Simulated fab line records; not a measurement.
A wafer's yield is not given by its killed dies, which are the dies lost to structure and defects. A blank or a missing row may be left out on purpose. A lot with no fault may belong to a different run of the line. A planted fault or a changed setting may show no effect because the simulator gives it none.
Problem report in the 8D (eight disciplines) form, filled by code :: flow nand_harc :: the parts of the form that need people (team, actions taken, sign-off) are left out

## 1. WHAT IS WRONG
Mean of killed_at_array at NHARC_END_SORT_01: 674 over 2 wafers from 1 lot, against 27 (standard deviation 11) on wafers with no fault. That puts it +59 standard deviations away from the usual mean.
First observed at day 22 05:00: wafer L228.4, on prober-02. Wafers with a number at this step in the record: 12, from 4 lots. Rule for "out" (also "out of limits"): further than 4 standard deviations from the usual mean. The rest of the wafers with a number are treated as sound.

## 2. WHAT IT IS, WHAT IT ISN'T
question: which readings at this step
is: killed_at_array, killed_dies
is not: killed_at_other, killed_at_periphery, killed_open, killed_short

question: which lots
is: L228
is not: L215, L217, L232

question: which wafers of those lots
is: L228.4, L228.6
is not: L228.5

question: read on which gauges
is: prober-02
is not: prober-01

question: when
is: from day 22 05:00
is not: up to then (6 sound wafers); but 4 sound wafers of L228, L232 came after

## 3. WHAT RULES OUT EACH SUSPECT
Counting: any tool at a process step up to the reading remains a suspect provided it ran every lot that is out. Sound lots after the first of them don't rule it out here, since some wafers of a struck lot are sound.
- the gauge at NHARC_END_SORT_01 is ruled out. All the wafers that are out were read on prober-02, but those of them that NHARC_A_BLC_ETCH_18 has rows for are out there too, on other tools.
- rie_diel-07 at NHARC_A_BLC_DESCUM_15 (chemistry O2, time 3 s): kept. The lot that is out, L228, ran on it at day 19 21:31; the last sound lot it ran before that was L217, at day 17 13:59.
- rie_diel-07 at NHARC_A_BLC_ETCH_16 (etches the open film in CF4, target depth 39 nm, time 65 s): kept. The lot that is out, L228, ran on it at day 19 21:36; the last sound lot it ran before that was L217, at day 17 14:04.
- rie_diel-07 at NHARC_A_BLC_ETCH_17 (etches the open film in N2/H2, target depth 390 nm, time 609.38 s): kept. The lot that is out, L228, ran on it at day 19 22:14; the last sound lot it ran before that was L217, at day 17 14:35. NHARC_A_BLC_ETCH_17: start missing for some lots; hours and lot order therefore follow NHARC_A_BLC_ETCH_18.
- rie_diel-07 at NHARC_A_BLC_ETCH_18 (etches the open film in C4F8/O2/Ar, target depth 910 nm): kept. The lot that is out, L228, ran on it at day 19 22:14; the last sound lot it ran before that was L217, at day 17 14:35. Its own readings are out on those wafers: oes_product_au.
- Within rie_diel-07 at NHARC_A_BLC_DESCUM_15: the wafers that are out ran in chambers 2, 3; their sound lot-mates ran in chamber 1.
- Within rie_diel-07 at NHARC_A_BLC_ETCH_16: the wafers that are out ran in chambers 1, 2; their sound lot-mates ran in chamber 3.
- Within rie_diel-07 at NHARC_A_BLC_ETCH_17: the wafers that are out ran in chambers 1, 3; their sound lot-mates ran in chamber 2.
- Within rie_diel-07 at NHARC_A_BLC_ETCH_18, the wafers that are out were processed in chamber 0 and their sound lot-mates in chamber 3.
Left after counting: rie_diel-07 at NHARC_A_BLC_DESCUM_15, rie_diel-07 at NHARC_A_BLC_ETCH_16, rie_diel-07 at NHARC_A_BLC_ETCH_17, rie_diel-07 at NHARC_A_BLC_ETCH_18.

## 4. THE CAUSE (what the simulator had put in)
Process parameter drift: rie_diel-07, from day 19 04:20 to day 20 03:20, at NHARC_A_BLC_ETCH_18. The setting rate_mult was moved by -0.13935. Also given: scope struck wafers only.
Counting left 4 suspects, and this tool is among them.

## 5. SEQUENCE OF EFFECTS, ordered by route
Each row: a reading whose mean over the struck wafers that have a number lies more than 3 standard deviations from the usual. Readings are gone through only where the record gives a usual standard deviation; hours: the median, over the lots, of the time from a lot's start at the first step in this table giving one to that lot's start at this step; sigmas: the change measured in usual standard deviations.
hours: 0
step: NHARC_A_BLC_ETCH_18
reading: oes_product_au
usual: 0.956 a.u.
on struck wafers: 0.852
change: -0.104
sigmas: -5.0

hours: 55
step: NHARC_END_SORT_01
reading: killed_at_array
usual: 27
on struck wafers: 674
change: +648
sigmas: +59

hours: 55
step: NHARC_END_SORT_01
reading: killed_dies
usual: 31
on struck wafers: 676
change: +645
sigmas: +54
It contains these process steps:
- NHARC_A_BLC_ETCH_18: etches the open film in C4F8/O2/Ar, target depth 910 nm.

## 6. WHAT WOULD HAVE CAUGHT IT SOONER
Counted from the fault's start at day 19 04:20, it took 73 hours until the first out-of-limits reading at a measuring or inspecting step in this record, taken at day 22 05:00.
At NHARC_A_BLC_ETCH_18, the tool's own readings (oes_product_au) were out on each struck wafer the step has a row for, so an alarm limit on them would have fired on the first such wafer.
The start of NHARC_A_BLC_ETCH_18 on rie_diel-07 came by day 22 05:00 for every one of the lots that are out (1). Tool hold at that time: it would have spared none of them.
